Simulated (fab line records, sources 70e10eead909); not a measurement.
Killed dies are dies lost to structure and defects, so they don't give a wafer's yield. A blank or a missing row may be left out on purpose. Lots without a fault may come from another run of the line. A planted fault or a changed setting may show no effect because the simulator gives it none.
A struck lot beside a sound one | flow nand_harc | 14 steps out of a route of 1302
Sound: wafers L657.2, L657.4, L657.6. Struck: wafers L661.1, L661.3, L661.5. The cause comes at the end.
At each step with rows: each side's tool, then ch and its chambers, then its first start. Under that, the readings that differ: sound wafers | struck wafers | difference of the means | sigmas: that difference in standard deviations of wafers without a fault.
alike: readings whose means differ by less than 2 such deviations, and words and numbers that are the same on both sides. not compared: withheld readings, readings that some wafer has no value for, bounds like >300 that may hide the same value, and numbers for which the record gives no deviation and whose values overlap.
The two part at a step that has a row with sigmas, a row that says differs or no value, or rows on one side only. Numbers that don't overlap but have no deviation are shown without sigmas and don't part them. A reading that every wafer of one side lacks parts them only if that side has two wafers or more.

NHARC_A_CHANNEL_FILL_D1_ETCHBACK_20: etches the open film in C4F8/O2/Ar, target depth 27 nm, time 13.5 s.
  sound on rie_diel-02 ch 0,1,2, day 9 22:38; struck on rie_diel-02 ch 0,3, day 11 12:59
  alike: oes_product_au, rf_vpp_V
  not compared: rf_hours_counter_h
NHARC_A_CHANNEL_FILL_D1_STRIP_28: strips in O2, time 20 s.
  sound on rie_diel-02 ch 1,2,3, day 9 22:44; struck on rie_diel-02 ch 0,1,3, day 11 13:04
  alike: drypump_motor_current_A, o2_flow_sccm, oes_product_au, rf_vpp_V, showerhead_plenum_p_Torr, throttle_valve_pct
  not compared: rf_hours_counter_h
then, 4 steps without rows for these wafers: NHARC_A_CHANNEL_FILL_D1_PRECLEAN_21 (cleans in dHF, time 30 s); NHARC_A_CHANNEL_FILL_D1_SRD_23; NHARC_A_CHANNEL_FILL_D1_CVD_05 (deposits poly-Si, target thk 5 nm); NHARC_A_CHANNEL_FILL_D1_ANNEAL_22 (time 7200 s).
NHARC_A_CHANNEL_FILL_D1_ALD_25: deposits SiOx, target thk 60 nm, pulse time 10 s, ald cycles 600.
  sound on ald_hk-03 ch 1,2, day 10 10:40; struck on ald_hk-02 ch 0,1,3, day 12 02:01
  alike: heater_power_w, precursor_pulse_height_rel
  not compared: since_wet_clean_h
NHARC_A_CHANNEL_FILL_D1_ETCHBACK_08: etches the open film in C4F8, target depth 220 nm, time 110 s.
  sound on rie_diel-02 ch 0,2,3; struck on rie_diel-11 ch 0,1,2
  alike: oes_product_au, rf_vpp_V
  not compared: rf_hours_counter_h
NHARC_A_CHANNEL_FILL_D1_STRIP_29: strips in O2, time 20 s.
  sound on rie_diel-02 ch 1,3; struck on rie_diel-11 ch 0,2,3
  alike: drypump_motor_current_A, o2_flow_sccm, oes_product_au, rf_vpp_V, showerhead_plenum_p_Torr, throttle_valve_pct
  not compared: rf_hours_counter_h
then, 2 steps without rows for these wafers: NHARC_A_CHANNEL_FILL_D1_PRECLEAN_30 (cleans in dHF, time 30 s); NHARC_A_CHANNEL_FILL_D1_SRD_31.
NHARC_A_CHANNEL_FILL_D1_CVD_09: deposits poly-Si, target thk 150 nm, time 3000 s.
  sound on lpcvd_poly-03 ch 0, day 10 19:13; struck on lpcvd_poly-02 ch 0, day 12 09:03
  reading                | sound             | struck               | difference | sigmas
  spike_tc_bottom_C (C)  | 635.7 634.4 635.3 | 658.7 656.8 657.4    | +22.5      | +8
  spike_tc_centre_C (C)  | 619.9 619.7 618.8 | 634.7 634.1 638.3    | +16.2      | +15
  spike_tc_lower_C (C)   | 622.2 621.6 619.5 | 637.7 636.5 635.9    | +15.6      | +13
  spike_tc_top_C (C)     | 642.8 642.4 642.4 | 657.8 659.0 659.4    | +16.2      | +10
  spike_tc_upper_C (C)   | 620.2 620.2 618.0 | 639.5 636.5 636.2    | +17.9      | +15
  tube_center_temp_C (C) | 620.07 619.94 620 | 636.33 636.39 636.43 | +16.38     | +99 or more
NHARC_A_CHANNEL_FILL_D1_CMP_10: polishes, target thk 150 nm.
  sound on cmp-03 ch 1,2,3, day 10 22:29; struck on cmp-03 ch 0,1, day 12 12:15
  reading                | sound          | struck         | difference | sigmas
  time_to_endpoint_s (s) | 17.8 17.1 15.8 | 24.6 20.6 20.9 | +5.1       | +2
  alike: motor_current_A
  not compared: pad_life_wafers
-- the record jumps here: 14 days lie between the struck wafers' starts before and after (it left off in module A_CHANNEL_FILL_D1 and takes up again in module END, whose first step shown is number 1302 of the route) --
NHARC_END_SORT_01:
  sound on prober-01 ch 0, day 25 04:54; struck on prober-02 ch 0, day 26 03:29
  reading         | sound    | struck   | difference | sigmas
  killed_at_array | 23 25 21 | 77 84 76 | +56        | +2
  killed_dies     | 27 30 25 | 83 95 80 | +59        | +3
  alike: killed_at_other, killed_at_periphery, killed_open, killed_short

WHERE THEY PART
First at NHARC_A_CHANNEL_FILL_D1_CVD_09; last, within this record, at NHARC_END_SORT_01.

WHY: what the simulator had put in
Process parameter drift: lpcvd_poly-02, from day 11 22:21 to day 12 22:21, at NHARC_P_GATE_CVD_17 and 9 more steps. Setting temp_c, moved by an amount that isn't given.
